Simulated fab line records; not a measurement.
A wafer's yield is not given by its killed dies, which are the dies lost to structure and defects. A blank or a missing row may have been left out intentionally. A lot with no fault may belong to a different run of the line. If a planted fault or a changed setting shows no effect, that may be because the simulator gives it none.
The same fault as seen by 2 desks	flow n5 finfet	what lay behind the numbers comes last; until then each desk has only its own

TOOL OWNER'S DESK, rie si-01
The tool's own readings at N5_SD_EPI_P_SD_RECESS_17 (chemistry HBr/Cl2/O2, target depth 39.1 nm, bt time 3 s): means of the sampled wafers that have a number, for each lot that ran on this tool. If a lot's mean is further than 4 standard deviations from the usual mean, the lot is out of limits and carries the mark OUT (the distance appears in the brackets).
Columns: A = drypump motor current A at N5_SD_EPI_P_SD_RECESS_17, usual 5.6 A; B = he backside leak sccm at N5_SD_EPI_P_SD_RECESS_17, usual 2.8 sccm; C = oes product au at N5_SD_EPI_P_SD_RECESS_17, usual 0.994 a.u.; D = throttle valve pct at N5_SD_EPI_P_SD_RECESS_17, usual 37.1 %
lot	first seen here	A	B	C	D
L587	day 4 07:10	5.9	3.0	0.980	36.9
L590	day 5 02:02	5.8	2.9	0.992	37.0
L592	day 5 10:39	5.5	2.8	0.992	36.9
L593	day 5 21:55	5.8	2.9	0.977	37.0
L594	day 6 01:10	5.5	2.7	0.999	37.2
L595	day 6 08:36	5.7	2.9	0.984	36.9
L600	day 7 12:16	5.7	2.6	0.996	37.2
This desk's verdict: no lot among the 7 shows anything out of limits.

FROM THE METROLOGY DESK
What the gauges read for every lot (on any tool): the sampled wafers with a number, averaged. If a lot's mean is further than 4 standard deviations from the usual mean, the lot is out of limits and carries the mark OUT (the distance appears in the brackets). Of its 14 readings 7 are shown: the one that was out of limits first, and those that lie furthest out on some lot.
Columns: A = DIBL_P at N5_BEOL_M4_RC_MEAS_101, usual 36 mV/V; B = IOFF_P at N5_BEOL_M4_RC_MEAS_101, usual 0.20 nA/um; C = IOFF_P_85C at N5_BEOL_M4_RC_MEAS_101, usual 3.5 nA/um; D = IOFF_P_LIN at N5_BEOL_M4_RC_MEAS_101, usual 0.094 nA/um; E = ION_P at N5_BEOL_M4_RC_MEAS_101, usual 462 uA/um; F = SS_P at N5_BEOL_M4_RC_MEAS_101, usual 73.2 mV/dec; G = VT_P_LVT at N5_BEOL_M4_RC_MEAS_101, usual -100 mV
lot	first seen here	A	B	C	D	E	F	G
L584	day 9 00:22	36	0.18	3.3	0.088	458	73.1	-102
L587	day 10 15:59	35	0.18	3.1	0.084	460	73.1	-102
L590	day 10 19:55	35	0.19	3.4	0.095	469	72.7	-99
L589	day 11 07:46	38	0.18	3.2	0.086	463	73.5	-103
L592	day 11 16:38	36	0.18	3.2	0.086	452	73.3	-102
L593	day 12 02:23	35	0.21	3.7	0.102	472	73.0	-98
L594	day 12 06:24	31	0.13	2.6	0.071	447	72.5	-105
L595	day 12 06:50	91 (+17) OUT	30.66 (+99 or more) OUT	216.0 (+99 or more) OUT	0.519 (+24) OUT	495	114.8 (+48) OUT	-87
L600	day 13 19:08	60 (+7.1) OUT	5.35 (+99 or more) OUT	51.4 (+64) OUT	0.218 (+6.9) OUT	480	93.1 (+23) OUT	-90
L605	day 15 02:44	38	0.25	4.2	0.115	460	73.6	-97
This desk reports L595, L600 out of limits; the earliest was L595 at day 12 06:50 (DIBL_P at N5_BEOL_M4_RC_MEAS_101). Within limits: L584, L587, L590, L589, L592, L593, L594, L605.

TAKEN TOGETHER
The metrology desk could have raised an alarm at day 12 06:50, on L595, L600.
The desk of the tool owner found nothing out of limits.
On record at the tool owner's desk: L595, L600, within its limits.
The lots listed all ran N5_SD_EPI_P_SD_RECESS_17 on rie si-01.

WHAT WAS PUT IN BY THE SIMULATOR
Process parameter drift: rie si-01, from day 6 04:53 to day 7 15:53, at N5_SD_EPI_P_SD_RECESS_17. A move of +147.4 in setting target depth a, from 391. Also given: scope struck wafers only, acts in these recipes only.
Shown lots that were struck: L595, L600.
Hours from the fault's start to each desk's first reading out of limits: the metrology desk, 146.
